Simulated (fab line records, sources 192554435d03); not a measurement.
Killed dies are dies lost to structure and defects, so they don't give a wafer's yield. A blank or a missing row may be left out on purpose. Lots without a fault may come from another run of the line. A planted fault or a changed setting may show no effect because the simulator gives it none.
fab line records | flow n5_finfet
record lots=5 wafers=15 last_day=17
route steps=1938 shown BEOL_M12@1614
lots that met no fault: from a run of the same line without faults
start_h: hours from the record's first day to the start of the lot's first wafer shown | wait_h: hours since the lot's step before | " the same as in the row above | L1.1+2: a row that stands for several wafers | - no value, or no start given | * or withheld: withheld | < > ~ a bound
route shown NAME@n: a module of which the file shows steps, and the number in the route of the first | usual: mean/standard deviation of fault-free wafers | same: alike in all rows | chamber/n: place in a boat | sites: the reading at each site | _std_site: their standard deviation | _edge_site: outer sites' mean less inner sites' | radius_mm: how far each site lies from the wafer's centre | mask NAME#n: copy n | behind: the tool/chamber that last shaped the wafer | hold: why the lot was held/for how many hours/how that ended | device: the transistor (n, p or np) that didn't switch | end of line: the same wafers' tests at the end of the route | a step without rows: its recipe alone | killed: dies lost to structure and defects at the first sort, not the wafer's yield | map: a wafer's dies, x killed, . not, _ none there
set.NAME: the setting as run; set.NAME@STEP: as run at that earlier step | model.NAME: the simulator's own value behind a step, which no gauge read
lots at some steps of the route; a table a step, a row a wafer
services: from which hour (start_h, from the record's first day; less than 0 if before it) a tool's chamber was out of use, for how many hours, and why
## steps
# step N5_BEOL_M12_INSPECT_12
# recipe mode=adi inspect_instrument=macro
# usual raw_defect_count=2.0/1.5
# columns lot.wafer tool chamber start_h wait_h raw_defect_count
L078.2 defect_inspect-02 - 261.20 0.0 1
L078.3 " - " " 0
L078.4 " - " " 0
L077.2 defect_inspect-02 - 261.86 0.0 2
L077.4 " - " " 2
L077.6 " - " " 2
L081.2 defect_inspect-02 - 275.25 0.0 2
L081.4 " - " " 1
L081.6 " - " " 3
L092.3 defect_inspect-02 - 341.43 0.0 0
L092.5 " - " " 0
L092.6 " - " " 4
L096.1 defect_inspect-02 - 365.28 0.0 0
L096.2 " - " " 2
L096.3 " - " " 2
# step N5_BEOL_M12_DESCUM_15
# recipe chemistry=O2 time_s=7.9 source_power_w=50 bias_power_w=20 pressure_mtorr=20 rf_frequency_hz=2.712e+07 temp_c=40 o2_flow_sccm=225
# usual bias_power_w=20.00/0.06 drypump_motor_current_A=5.7/0.54 oes_product_au=0.80/0.092 rf_vpp_V=243.3/1.2 showerhead_plenum_p_Torr=2.10/0.059 throttle_valve_pct=20.46/0.25
# columns lot.wafer tool chamber start_h wait_h bias_power_w drypump_motor_current_A oes_product_au rf_hours_counter_h rf_vpp_V showerhead_plenum_p_Torr throttle_valve_pct
L078.2 rie_diel-01 3 261.35 0.1 20.07 5.2 0.71 234 243.3 2.16 21.08
L078.3 " 2 " " 20.00 6.1 0.72 217 243.0 2.17 20.72
L078.4 " 1 " " 20.01 5.9 0.89 35 243.4 2.05 20.39
L077.2 rie_diel-06 0 261.89 0.0 20.00 4.9 0.82 75 242.6 2.05 20.64
L077.4 " 3 " " 20.00 5.8 0.71 - 243.9 2.09 20.75
L077.6 " 1 " " 19.97 5.2 0.72 - 243.0 2.08 20.30
L081.2 rie_diel-05 3 275.28 0.0 19.99 5.7 0.82 87 243.8 2.19 20.05
L081.4 " 1 " " 20.06 5.8 0.75 - 243.0 2.18 20.59
L081.6 " 0 " " 20.06 6.6 0.96 - 244.5 2.05 20.04
L092.3 rie_diel-06 1 341.46 0.0 19.98 5.2 0.70 207 242.6 2.07 20.36
L092.5 " 3 " " 20.08 5.8 0.69 - 241.1 2.08 20.78
L092.6 " 2 " " 20.08 6.6 0.90 - 244.9 2.14 20.37
L096.1 rie_diel-01 3 365.31 0.0 20.01 5.2 0.92 15 243.3 2.15 20.60
L096.2 " 0 " " 19.96 5.2 0.76 131 242.6 2.01 20.52
L096.3 " 2 " " 19.96 6.1 0.99 0 244.4 2.16 20.38
# step N5_BEOL_M12_ETCH_59
# recipe chemistry=N2/H2 target=BARC target_depth_a=890 overetch_a=267 time_s=67.9 ion_energy_ev=200 pressure_mtorr=30 source_w=840 bias_w=150 n2_flow_sccm=200 h2_flow_sccm=200
# usual drypump_motor_current_A=5.7/0.54 oes_product_au=0.69/0.076 rf_vpp_V=524.1/2.2 showerhead_plenum_p_Torr=2.55/0.077 throttle_valve_pct=17.85/0.22
# columns lot.wafer tool chamber start_h wait_h drypump_motor_current_A oes_product_au rf_hours_counter_h rf_vpp_V showerhead_plenum_p_Torr throttle_valve_pct
L078.2 rie_diel-01 3 261.38 0.0 5.2 0.60 234 526.6 2.60 18.30
L078.3 " 2 " " 6.1 0.62 217 526.1 2.63 18.18
L078.4 " 1 " " 5.9 0.76 35 521.9 2.48 17.77
L077.2 rie_diel-06 0 261.93 0.0 4.9 0.70 75 522.0 2.47 17.88
L077.4 " 3 " " 5.8 0.61 - 524.2 2.53 18.14
L077.6 " 1 " " 5.1 0.63 - 522.1 2.52 17.65
L081.2 rie_diel-05 3 275.32 0.0 5.7 0.69 87 527.6 2.67 17.59
L081.4 " 1 " " 5.7 0.65 - 527.5 2.66 18.08
L081.6 " 0 " " 6.5 0.80 - 521.7 2.49 17.60
L092.3 rie_diel-06 1 341.49 0.0 5.2 0.61 207 522.8 2.51 17.73
L092.5 " 3 " " 5.8 0.59 - 522.4 2.52 18.17
L092.6 " 2 " " 6.6 0.78 - 523.9 2.58 17.60
L096.1 rie_diel-01 3 365.35 0.0 5.2 0.79 15 525.4 2.58 17.82
L096.2 " 0 " " 5.2 0.65 131 520.3 2.43 17.81
L096.3 " 2 " " 6.1 0.83 0 525.2 2.62 17.80
# step N5_BEOL_M12_VIA_ETCH_16
# recipe chemistry=C4F8/O2/Ar target=SiOC pressure_mtorr=30 source_w=3000 bias_w=700 Ar_flow_sccm=400 C4F8_flow_sccm=15 O2_flow_sccm=8 he_inner_torr=15 he_outer_torr=30 target_depth_a=7248 time_s=withheld ion_energy_ev=250 ends=cleared
# usual O2_flow_sccm=8.000/0.024 drypump_motor_current_A=5.7/0.54 he_outer_torr=30.00/0.061 oes_product_au=0.73/0.083 rf_vpp_V=665.9/2.8 showerhead_plenum_p_Torr=3.43/0.095 throttle_valve_pct=24.22/0.18
# columns lot.wafer tool chamber start_h wait_h O2_flow_sccm drypump_motor_current_A he_outer_torr oes_product_au rf_vpp_V showerhead_plenum_p_Torr throttle_valve_pct
L078.2 rie_diel-01 3 261.43 0.0 7.983 5.2 30.08 0.63 667.1 3.51 24.76
L078.3 " 2 " " 8.027 6.1 30.02 0.64 668.2 3.51 24.36
L078.4 " 1 " " 7.998 5.9 29.93 0.80 663.7 3.34 24.11
L077.2 rie_diel-06 0 261.98 0.0 7.987 4.9 29.98 0.73 664.0 3.31 24.15
L077.4 " 3 " " 7.940 5.8 29.96 0.64 664.5 3.38 24.32
L077.6 " 1 " " 8.025 5.2 30.05 0.67 664.0 3.42 24.15
L081.2 rie_diel-05 3 275.37 0.0 8.022 5.7 30.05 0.73 671.2 3.58 23.90
L081.4 " 1 " " 7.982 5.7 29.99 0.68 669.1 3.55 24.37
L081.6 " 0 " " 7.986 6.6 29.93 0.86 664.6 3.38 23.99
L092.3 rie_diel-06 1 341.55 0.0 7.947 5.1 29.98 0.65 664.4 3.40 24.19
L092.5 " 3 " " 7.973 5.8 30.03 0.62 663.7 3.36 24.37
L092.6 " 2 " " 8.032 6.6 30.07 0.81 667.9 3.49 24.15
L096.1 rie_diel-01 3 365.40 0.0 8.000 5.3 29.97 0.83 666.8 3.50 24.40
L096.2 " 0 " " 8.002 5.1 30.02 0.69 662.5 3.30 24.35
L096.3 " 2 " " 7.978 6.1 29.99 0.89 667.5 3.50 24.08
# step N5_BEOL_M12_STRIP_63
# recipe chemistry=N2/H2 power_w=1000 temp_c=250 h2_frac=0.65 overash_fraction=0.3 pressure_mtorr=1000 n2_flow_sccm=1750 h2_flow_sccm=3250
# usual drypump_motor_current_A=5.9/0.35 heater_power_w=337/24 oes_product_au=0.693/0.0044 strip_time_to_endpoint_s=42.5/0.87
# columns lot.wafer tool chamber start_h wait_h drypump_motor_current_A heater_power_w oes_product_au rf_hours_counter_h strip_time_to_endpoint_s
L078.2 plasma_asher-01 0 261.63 - 5.3 372 0.686 120 42.1
L078.3 " 0 " " 5.3 367 0.697 - 40.8
L078.4 " 1 " " 6.0 302 0.690 - 40.5
L077.2 plasma_asher-02 1 262.18 - 6.0 327 0.692 73 42.6
L077.4 " 1 " " 6.0 328 0.695 - 41.3
L077.6 " 1 " " 6.0 341 0.686 - 42.6
L081.2 plasma_asher-02 1 275.57 - 6.0 335 0.690 76 42.5
L081.4 " 0 " " 6.2 348 0.695 - 42.5
L081.6 " 0 " " 6.2 350 0.699 - 41.4
L092.3 plasma_asher-01 0 341.77 - 5.2 369 0.692 - 44.0
L092.5 " 0 " " 5.2 372 0.698 - 42.8
L092.6 " 1 " " 6.0 295 0.687 - 42.1
L096.1 plasma_asher-01 0 365.60 - 5.2 362 0.699 139 43.3
L096.2 " 1 " " 6.1 305 0.704 139 44.2
L096.3 " 1 " " 6.0 301 0.685 - 42.2
# step N5_BEOL_M12_STRIP_64
# recipe chemistry=N2/H2 power_w=1000 temp_c=250 h2_frac=0.65 overash_fraction=0.3 pressure_mtorr=withheld n2_flow_sccm=1750 h2_flow_sccm=3250
# usual drypump_motor_current_A=5.9/0.35 heater_power_w=338/23 oes_product_au=0.715/0.0046 strip_time_to_endpoint_s=31.34/0.085
# columns lot.wafer tool chamber start_h wait_h drypump_motor_current_A heater_power_w oes_product_au rf_hours_counter_h strip_time_to_endpoint_s
L078.2 plasma_asher-01 0 261.69 0.0 5.2 352 0.722 120 31.30
L078.3 " 0 " " 5.3 351 0.711 - 31.30
L078.4 " 1 " " 6.0 300 0.709 - 31.33
L077.2 plasma_asher-02 1 262.24 0.0 5.9 330 0.713 73 31.39
L077.4 " 1 " " 6.0 336 0.720 - 31.43
L077.6 " 1 " " 6.0 328 0.715 - 31.41
L081.2 plasma_asher-02 1 275.63 0.0 6.0 338 0.717 76 31.40
L081.4 " 0 " " 6.2 350 0.717 - 31.34
L081.6 " 0 " " 6.2 360 0.720 - 31.42
L092.3 plasma_asher-01 0 341.83 0.0 5.3 376 0.711 - 31.27
L092.5 " 0 " " 5.3 361 0.713 - 31.22
L092.6 " 1 " " 6.1 293 0.712 - 31.35
L096.1 plasma_asher-01 0 365.66 0.0 5.3 359 0.717 139 31.35
L096.2 " 1 " " 6.1 295 0.716 139 31.34
L096.3 " 1 " " 6.1 299 0.715 - 31.34
# step N5_BEOL_M12_STRIP_71
# recipe chemistry=post_etch_residue_remover time_s=60 temp_c=25 remover_ph=withheld remover_water_wt_pct=withheld remover_fluoride_wt_pct=withheld
# columns lot.wafer tool chamber start_h wait_h
L078.2+3+4 wet_bench-03 6,1,7 261.78 0.1
L077.2+4+6 wet_bench-02 4,7,1 262.33 0.1
L081.2+4+6 wet_bench-03 6,5,4 275.72 0.1
L092.3+5+6 wet_bench-05 4,5,6 341.89 0.0
L096.1+2+3 wet_bench-03 1,6,5 365.75 0.1
# step N5_BEOL_M12_SRD_72
# recipe time_s=30 temp_c=23 rinse_liquid=diw dry=n2_spin spin_rpm=1500 dry_time_s=30
# columns lot.wafer tool chamber start_h wait_h
L078.2+3+4 wet_bench-03 6,1,7 261.80 0.0
L077.2+4+6 wet_bench-02 4,7,1 262.35 0.0
L081.2+4+6 wet_bench-03 6,5,4 275.74 0.0
L092.3+5+6 wet_bench-05 4,5,6 341.91 0.0
L096.1+2+3 wet_bench-03 1,6,5 365.76 0.0
# step N5_BEOL_M12_CD_MEAS_17
# recipe target_cd_nm=140 polarity=opening
# usual cd_nm=141.4/2.1
# columns lot.wafer tool chamber start_h wait_h cd_nm
L078.2 cd_sem-01 - 261.84 0.0 140.1
L078.3 " - " " 139.0
L078.4 " - " " 142.4
L077.2 cd_sem-03 - 262.39 0.0 141.1
L077.4 " - " " 141.9
L077.6 " - " " 143.2
L081.2 cd_sem-02 - 275.78 0.0 139.3
L081.4 " - " " 141.0
L081.6 " - " " 141.6
L092.3 cd_sem-02 - 341.96 0.0 138.4
L092.5 " - " " 141.3
L092.6 " - " " 139.9
L096.1 cd_sem-03 - 365.80 0.0 140.8
L096.2 " - " " 142.4
L096.3 " - " " 140.3
# step N5_BEOL_M12_COAT_65
# recipe resist=SOC temp_c=250 time_s=60 spin_rpm=1500 resist_thk_nm=300
# usual resist_line_temp_C=23.03/0.1
# columns lot.wafer tool chamber start_h wait_h resist_line_temp_C
L078.2 litho_track-05 0 261.87 0.0 23.23
L078.3 " 0 " " 23.11
L078.4 " 0 " " 23.06
L077.2 litho_track-03 0 262.42 0.0 23.03
L077.4 " 0 " " 23.21
L077.6 " 0 " " 23.07
L081.2 litho_track-04 0 275.81 0.0 22.99
L081.4 " 0 " " 22.96
L081.6 " 0 " " 22.90
L092.3 litho_track-05 0 341.99 0.0 23.09
L092.5 " 0 " " 23.01
L092.6 " 0 " " 23.08
L096.1 litho_track-03 0 365.84 0.0 23.11
L096.2 " 0 " " 23.17
L096.3 " 0 " " 23.09
# step N5_BEOL_M12_COAT_66
# recipe resist=SiARC temp_c=220 time_s=60 spin_rpm=1500 resist_thk_nm=110
# usual resist_line_temp_C=22.99/0.097
# columns lot.wafer tool chamber start_h wait_h resist_line_temp_C
L078.2 litho_track-05 0 - - 22.91
L078.3 " 0 " " 23.18
L078.4 " 0 " " 23.04
L077.2 litho_track-03 0 - - 23.01
L077.4 " 0 " " 22.96
L077.6 " 0 " " 23.09
L081.2 litho_track-04 0 - - 22.94
L081.4 " 0 " " 23.03
L081.6 " 0 " " 22.87
L092.3 litho_track-05 0 - - 22.94
L092.5 " 0 " " 22.98
L092.6 " 0 " " 22.93
L096.1 litho_track-03 0 - - 22.84
L096.2 " 0 " " 23.02
L096.3 " 0 " " 22.96
# step N5_BEOL_M12_COAT_22
# recipe spin_rpm=2888 resist_thk_nm=300
# usual resist_line_temp_C=23.01/0.13
# columns lot.wafer tool chamber start_h wait_h resist_line_temp_C
L078.2 litho_track-05 0 - - 23.03
L078.3 " 0 " " 23.01
L078.4 " 0 " " 23.05
L077.2 litho_track-03 0 - - 22.94
L077.4 " 0 " " 22.91
L077.6 " 0 " " 23.05
L081.2 litho_track-04 0 - - 23.20
L081.4 " 0 " " 23.14
L081.6 " 0 " " 23.13
L092.3 litho_track-05 0 - - 22.87
L092.5 " 0 " " 22.91
L092.6 " 0 " " 23.03
L096.1 litho_track-03 0 - - 23.23
L096.2 " 0 " " 23.18
L096.3 " 0 " " 23.15
# step N5_BEOL_M12_EBR_24
# recipe solvent=PGMEA ebr_width_mm=1.5
# usual resist_line_temp_C=23.00/0.1
# same ebr_width_mm=1.5
# columns lot.wafer tool chamber start_h wait_h resist_line_temp_C
L078.2 litho_track-05 0 - - 23.02
L078.3 " 0 " " 23.12
L078.4 " 0 " " 22.92
L077.2 litho_track-03 0 - - 23.05
L077.4 " 0 " " 22.99
L077.6 " 0 " " 22.95
L081.2 litho_track-04 0 - - 23.06
L081.4 " 0 " " 23.04
L081.6 " 0 " " 23.11
L092.3 litho_track-05 0 - - 23.07
L092.5 " 0 " " 23.00
L092.6 " 0 " " 23.16
L096.1 litho_track-03 0 - - 23.06
L096.2 " 0 " " 23.23
L096.3 " 0 " " 23.03
# step N5_BEOL_M12_SOFTBAKE_23
# recipe temp_c=130 time_s=60
# usual resist_line_temp_C=22.99/0.11
# columns lot.wafer tool chamber start_h wait_h resist_line_temp_C
L078.2 litho_track-05 0 - - 23.04
L078.3 " 0 " " 22.83
L078.4 " 0 " " 23.01
L077.2 litho_track-03 0 - - 22.98
L077.4 " 0 " " 23.05
L077.6 " 0 " " 23.10
L081.2 litho_track-04 0 - - 23.09
L081.4 " 0 " " 23.06
L081.6 " 0 " " 23.27
L092.3 litho_track-05 0 - - 23.12
L092.5 " 0 " " 23.17
L092.6 " 0 " " 23.10
L096.1 litho_track-03 0 - - 22.93
L096.2 " 0 " " 22.97
L096.3 " 0 " " 22.86
# step N5_BEOL_M12_EXPOSE_25
# recipe mask_id=M12 na=0.93 source_shape=conventional sigma_outer=0.4 polarization=unpolarized dose_mj=21.8
# usual exposure_dose_mJ_cm2=21.774/0.022
# columns lot.wafer tool chamber start_h wait_h mask exposure_dose_mJ_cm2
L078.2 krf_scanner-01 0 262.00 - M12#0 21.758
L078.3 " 0 " " M12#0 21.761
L078.4 " 0 " " M12#0 21.786
L077.2 krf_scanner-01 0 262.55 - M12#0 21.744
L077.4 " 0 " " M12#0 21.762
L077.6 " 0 " " M12#0 21.748
L081.2 krf_scanner-01 0 276.06 - M12#0 21.769
L081.4 " 0 " " M12#0 21.792
L081.6 " 0 " " M12#0 21.773
L092.3 krf_scanner-01 0 342.12 - M12#0 21.811
L092.5 " 0 " " M12#0 21.777
L092.6 " 0 " " M12#0 21.782
L096.1 krf_scanner-02 0 366.08 - M12#0 21.801
L096.2 " 0 " " M12#0 21.817
L096.3 " 0 " " M12#0 21.823
# step N5_BEOL_M12_PEB_26
# recipe peb_temp_c=130 peb_time_s=90
# usual resist_line_temp_C=23.00/0.11
# same peb_time_s=90
# columns lot.wafer tool chamber start_h wait_h resist_line_temp_C
L078.2 litho_track-04 0 262.05 0.0 23.00
L078.3 " 0 " " 23.10
L078.4 " 0 " " 23.10
L077.2 litho_track-05 0 262.60 0.0 23.15
L077.4 " 0 " " 23.07
L077.6 " 0 " " 23.15
L081.2 litho_track-04 0 276.11 0.0 22.81
L081.4 " 0 " " 22.94
L081.6 " 0 " " 23.05
L092.3 litho_track-05 0 342.16 0.0 23.08
L092.5 " 0 " " 23.05
L092.6 " 0 " " 22.98
L096.1 litho_track-03 0 366.14 0.1 22.89
L096.2 " 0 " " 23.01
L096.3 " 0 " " 23.07
# step N5_BEOL_M12_DEVELOP_27
# recipe develop_time_s=45 rinse_liquid=diw dry=air_spin dev_temp_c=21
# usual resist_line_temp_C=23.00/0.11
# columns lot.wafer tool chamber start_h wait_h resist_line_temp_C
L078.2 litho_track-04 0 - - 22.97
L078.3 " 0 " " 22.88
L078.4 " 0 " " 23.07
L077.2 litho_track-05 0 - - 22.95
L077.4 " 0 " " 22.95
L077.6 " 0 " " 23.16
L081.2 litho_track-04 0 - - 23.00
L081.4 " 0 " " 22.92
L081.6 " 0 " " 22.82
L092.3 litho_track-05 0 - - 22.89
L092.5 " 0 " " 22.94
L092.6 " 0 " " 23.09
L096.1 litho_track-03 0 - - 23.08
L096.2 " 0 " " 23.09
L096.3 " 0 " " 22.89
# step N5_BEOL_M12_HARDBAKE_32
# recipe temp_c=130 time_s=120
# usual resist_line_temp_C=22.98/0.1
# columns lot.wafer tool chamber start_h wait_h resist_line_temp_C
L078.2 litho_track-04 0 - - 23.03
L078.3 " 0 " " 22.78
L078.4 " 0 " " 23.09
L077.2 litho_track-05 0 - - 22.89
L077.4 " 0 " " 22.83
L077.6 " 0 " " 22.89
L081.2 litho_track-04 0 - - 22.93
L081.4 " 0 " " 23.05
L081.6 " 0 " " 22.93
L092.3 litho_track-05 0 - - 22.93
L092.5 " 0 " " 22.87
L092.6 " 0 " " 22.84
L096.1 litho_track-03 0 - - 22.95
L096.2 " 0 " " 23.02
L096.3 " 0 " " 22.94
# step N5_BEOL_M12_CD_MEAS_28
# recipe target_cd_nm=160.2 landing_energy_ev=500 detector=se_inlens polarity=opening
# usual cd_nm=160.1/1.5
# columns lot.wafer tool chamber start_h wait_h cd_nm
L078.2 cd_sem-03 0 262.17 - 160.6
L078.3 " 0 " " 160.4
L078.4 " 0 " " 160.2
L077.2 cd_sem-01 0 262.71 - 158.4
L077.4 " 0 " " 160.6
L077.6 " 0 " " 160.9
L081.2 cd_sem-02 0 276.23 - 162.7
L081.4 " 0 " " 163.2
L081.6 " 0 " " 160.2
L092.3 cd_sem-03 0 342.28 - 159.9
L092.5 " 0 " " 157.1
L092.6 " 0 " " 156.5
L096.1 cd_sem-02 0 366.26 - 159.0
L096.2 " 0 " " 158.4
L096.3 " 0 " " 161.0
# step N5_BEOL_M12_OVL_MEAS_29
# recipe points_per_wafer=44
# usual M12_OVL=-3/5.2
# columns lot.wafer tool chamber start_h wait_h M12_OVL[nm]
L078.2 overlay-01 0 262.20 0.0 0
L078.3 " 0 " " -6
L078.4 " 0 " " -5
L077.2 overlay-02 0 262.74 0.0 7
L077.4 " 0 " " 12
L077.6 " 0 " " 11
L081.2 overlay-01 0 276.26 0.0 -3
L081.4 " 0 " " 0
L081.6 " 0 " " 1
L092.3 overlay-01 0 342.31 0.0 -8
L092.5 " 0 " " -15
L092.6 " 0 " " -4
L096.1 overlay-01 0 366.29 0.0 5
L096.2 " 0 " " 4
L096.3 " 0 " " -1
## services
# columns tool chamber start_h hours kind
krf_scanner-01 - 238.14 4.0 pm
krf_scanner-02 - 244.30 1.0 pm
rie_diel-06 2 245.69 - clean
rie_diel-06 2 245.69 - consumable_replace:focus_ring
rie_diel-06 2 245.69 18.1 scheduled_down
rie_diel-06 2 245.69 18.1 vent_cycle
plasma_asher-01 - 249.60 6.8 repair
rie_diel-05 1 251.98 3.1 repair
plasma_asher-01 - 263.14 2.8 pm
krf_scanner-02 - 273.11 1.3 pm
litho_track-04 - 274.28 - consumable_replace:filter
krf_scanner-01 - 282.13 1.0 pm
rie_diel-01 2 285.88 1.5 repair
rie_diel-01 0 288.34 2.1 repair
krf_scanner-01 - 299.88 2.2 repair
wet_bench-03 - 317.76 1.9 pm
krf_scanner-02 - 323.54 0.8 pm
rie_diel-06 3 325.99 4.0 repair
krf_scanner-02 - 326.94 36.0 pm
rie_diel-06 2 334.33 4.9 repair
rie_diel-06 3 343.16 4.0 repair
krf_scanner-01 - 345.47 9.0 repair
wet_bench-03 - 346.62 6.0 repair
krf_scanner-01 - 362.95 1.3 pm
## key
fault none
